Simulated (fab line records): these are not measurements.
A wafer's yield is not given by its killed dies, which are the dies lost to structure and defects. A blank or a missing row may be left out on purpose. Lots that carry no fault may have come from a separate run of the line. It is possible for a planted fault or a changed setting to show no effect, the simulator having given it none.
Chamber matching    flow n5-finfet    rie-diel-05 running N5_BEOL_M12_VIA_ETCH_16: 4 sister chambers
The step etches SiOC in C4F8/O2/Ar, target depth 724.8 nm. 7 wafers are shown with their chamber, then 7 later ones without.

EACH WAFER AND ITS CHAMBER
wafer   chamber  drypump-motor-current-A (A)  oes-product-au (a.u.)
L074.5  1        5.0                          0.63
L077.6  1        4.9                          0.62
L081.3  3        5.6                          0.88
L084.4  0        6.3                          0.68
L084.6  2        5.9                          0.73
L086.1  2        5.9                          0.73
L086.2  0        6.3                          0.67

WAFERS WITH NO CHAMBER GIVEN
wafer   drypump-motor-current-A (A)  oes-product-au (a.u.)
L086.3  4.9                          0.62
L090.1  6.3                          0.66
L090.2  4.9                          0.60
L090.6  6.0                          0.71
L097.1  6.3                          0.64
L097.4  6.3                          0.64
L097.5  6.3                          0.64

THE CHAMBER EACH PASSED THROUGH
wafer   from the rows above  in truth
L086.3  1                    1
L090.1  0                    0
L090.2  1                    1
L090.6  2                    2
L097.1  0                    0
L097.4  0                    0
L097.5  0                    0
7 of 7 placed correctly. Not placeable from these rows: 0. 0 placed wrongly.
How it was worked out, from the rows above alone: a wafer's distance from a chamber is the root of the sum, over the readings, of the square of ((its reading less the chamber's mean) divided by the reading's scatter). If the next closest chamber is less than 2 further off than the closest, the wafer can't be placed; otherwise it belongs to the closest. Each chamber's mean is taken over the wafers shown for it. The scatter is the square root of a quotient: the sum, over the shown wafers, of each reading's squared deviation from its chamber's mean, divided by wafers minus chambers.
